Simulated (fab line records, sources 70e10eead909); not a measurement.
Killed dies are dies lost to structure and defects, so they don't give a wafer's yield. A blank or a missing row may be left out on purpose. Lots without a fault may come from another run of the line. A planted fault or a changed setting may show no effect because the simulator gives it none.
Which tool did it? | flow nand_harc | 6 lots, 18 wafers sampled, at 1 step of a route of 1302

WHAT THE GAUGES READ, wafer by wafer
NHARC_A_SLIT_CD_MEAS_09: target cd 300 nm.
lot  | measured     | on        | cd_nm (nm)
L906 | day 21 21:31 | cd_sem-03 | 299.5 299.9 299.5
L907 | day 22 07:08 | cd_sem-03 | 300.2 299.6 300.6
L913 | day 24 09:29 | cd_sem-01 | 299.9 300.4 299.9
L917 | day 26 00:48 | cd_sem-02 | 300.2 299.6 299.8
L922 | day 28 20:28 | cd_sem-01 | 299.1 300.2 300.2
L924 | day 29 07:28 | cd_sem-02 | 299.5 299.5 299.9

WHICH TOOL RAN EACH LOT (tool, then ch and the chambers of the sampled wafers, then the start)
The record holds no process step before these readings.

THE ANSWER, worked out from the rows above alone
Rule: what is usual is taken from the lots themselves. Put in order of their means at a reading, lots are off if they are a third of the lots or fewer, leave a main group of 4 or more, and stand apart from it by a gap of 3 or more times the standard deviation of the main group's means; of several such gaps the widest counts. A main group whose means are all the same, to the digits that the tables above print for the reading, isn't used. A lot without any number at a reading at which 4 lots or more have one is off too. The other lots that the step has rows for count as sound.
No lot is off at any reading shown: from this, nothing can be told.

WHAT THE SIMULATOR HAD PUT IN
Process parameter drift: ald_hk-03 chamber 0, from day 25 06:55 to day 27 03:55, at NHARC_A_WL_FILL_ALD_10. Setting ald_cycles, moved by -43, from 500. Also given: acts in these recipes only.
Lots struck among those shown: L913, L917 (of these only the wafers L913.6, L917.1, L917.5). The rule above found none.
